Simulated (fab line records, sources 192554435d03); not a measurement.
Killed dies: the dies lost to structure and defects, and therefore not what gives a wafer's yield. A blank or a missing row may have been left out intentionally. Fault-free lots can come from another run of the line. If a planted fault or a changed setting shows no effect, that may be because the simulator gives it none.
One fault seen from 3 desks ; flow n5Finfet ; each desk has only its own numbers; what lay behind them comes last

## FROM THE METROLOGY DESK
What the gauges read for every lot (on any tool): the sampled wafers with a number, averaged. A lot is out of limits, marked OUT, if its mean lies more than 4 standard deviations from the usual mean; the brackets give that distance.
Columns: A = cdNm at N5_BEOL_M5_CD_MEAS_18, usual 27.7 nm
lot;first seen here;A
L124;day 9 00:21;28.1
L125;day 9 03:23;27.2
L128;day 9 06:07;27.5
L131;day 9 20:41;27.6
L129;day 10 04:03;27.7
L136;day 11 13:56;27.9
L142;day 12 08:35;27.7
L139;day 12 08:43;26.8
L137;day 12 09:19;27.8
L141;day 12 17:29;27.9
L146;day 15 08:26;28.4
This desk found nothing out of limits on any of the 11 lots.

## THE DEFECT DESK
For each lot, the counts of the inspections along the route, averaged over the sampled wafers that have a number. A lot is out of limits, marked OUT, if its mean lies more than 4 standard deviations from the usual mean; the brackets give that distance.
Columns: A = rawDefectCount at N5_BEOL_M5_INSPECT_13, usual 402
lot;first seen here;A
L124;day 8 23:53;327
L125;day 9 02:53;281
L128;day 9 05:38;286
L131;day 9 20:05;426
L129;day 10 03:35;305
L136;day 11 13:29;357
L142;day 12 07:49;427
L139;day 12 08:15;517
L137;day 12 08:37;347
L141;day 12 17:02;340
L146;day 15 07:58;364
This desk found nothing out of limits on any of the 11 lots.

## THE TOOL OWNER'S DESK: rieDiel-02
The tool's own readings at N5_BEOL_M5_ETCH_61 (etches SiARC in CF4, target depth 15.6 nm, time 26 s): means of the sampled wafers that have a number, for each lot that ran on this tool. A lot is out of limits, marked OUT, if its mean lies more than 4 standard deviations from the usual mean; the brackets give that distance.
Columns: A = drypumpMotorCurrentA at N5_BEOL_M5_ETCH_61, usual 5.6 A; B = etchRfOnTimeS at N5_BEOL_M5_ETCH_61, usual 26.4 s; C = oesProductAu at N5_BEOL_M5_ETCH_61, usual 0.68 a.u.; D = rfVppV at N5_BEOL_M5_ETCH_61, usual 184.3 V; E = showerheadPlenumPTorr at N5_BEOL_M5_ETCH_61, usual 2.16 Torr; F = throttleValvePct at N5_BEOL_M5_ETCH_61, usual 15.58 %
lot;first seen here;A;B;C;D;E;F
L129;day 10 03:40;5.8;26.5;0.65;184.8;2.17;15.68
L136;day 11 13:34;5.7;28.9;0.62;184.3;2.20;15.70
L137;day 12 08:41;5.8;27.9;0.72;183.8;2.12;15.70
This desk found nothing out of limits on any of the 3 lots.

## PUT TOGETHER
Nothing out of limits was seen by the metrology desk.
No out-of-limits result turned up at the defect desk.
The desk of the tool owner found nothing out of limits.

## WHAT THE SIMULATOR HAD INSERTED
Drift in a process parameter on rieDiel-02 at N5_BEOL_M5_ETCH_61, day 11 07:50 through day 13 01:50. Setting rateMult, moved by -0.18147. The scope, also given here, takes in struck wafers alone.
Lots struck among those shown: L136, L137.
